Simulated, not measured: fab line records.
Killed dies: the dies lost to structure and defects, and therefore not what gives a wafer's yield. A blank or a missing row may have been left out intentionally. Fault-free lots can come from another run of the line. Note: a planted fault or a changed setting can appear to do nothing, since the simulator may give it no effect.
Matching of chambers -- flow n5_finfet -- 4 sister chambers for N5_ZERO_LAYER_ETCH_17 on rie_diel-03
The step etches SiO2 in CF4, target depth 12 nm, time 13.3 s. 4 wafers are shown with their chamber, then 10 later ones without.

WAFERS WITH THEIR CHAMBER
wafer,chamber,showerhead_plenum_p_Torr (Torr)
L080.1,3,2.24
L080.4,0,2.10
L081.3,2,2.11
L081.5,1,2.24

WAFERS WHOSE CHAMBER IS MISSING
wafer,showerhead_plenum_p_Torr (Torr)
L081.6,2.11
L086.3,2.11
L086.4,2.10
L086.5,2.11
L095.2,2.23
L095.5,2.11
L095.6,2.23
L097.1,2.23
L097.2,2.09
L097.4,2.23

EACH ONE'S CHAMBER
wafer,from the rows above,in truth
L081.6,can't be placed: 2 or 0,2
L086.3,can't be placed: 2 or 0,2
L086.4,can't be placed: 0 or 2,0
L086.5,can't be placed: 2 or 0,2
L095.2,can't be placed: 1 or 3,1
L095.5,can't be placed: 2 or 0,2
L095.6,can't be placed: 1 or 3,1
L097.1,can't be placed: 1 or 3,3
L097.2,can't be placed: 0 or 2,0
L097.4,can't be placed: 1 or 3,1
Correctly placed: 0 of 10. Unplaceable from these rows: 10, with the true chamber sitting among the candidates in 10. Wrongly placed: 0.
How it was worked out, from the rows above alone: a wafer's distance from a chamber is the root of the sum, over the readings, of the square of ((its reading less the chamber's mean) divided by the reading's scatter). The wafer belongs to the nearest chamber; if the next one is less than 2 further off, it can't be placed. Each chamber's mean is taken over the wafers shown for it. The scatter (one wafer shown for each chamber): square how far every hidden wafer sits from the nearest shown wafer, average those squares and take the square root.
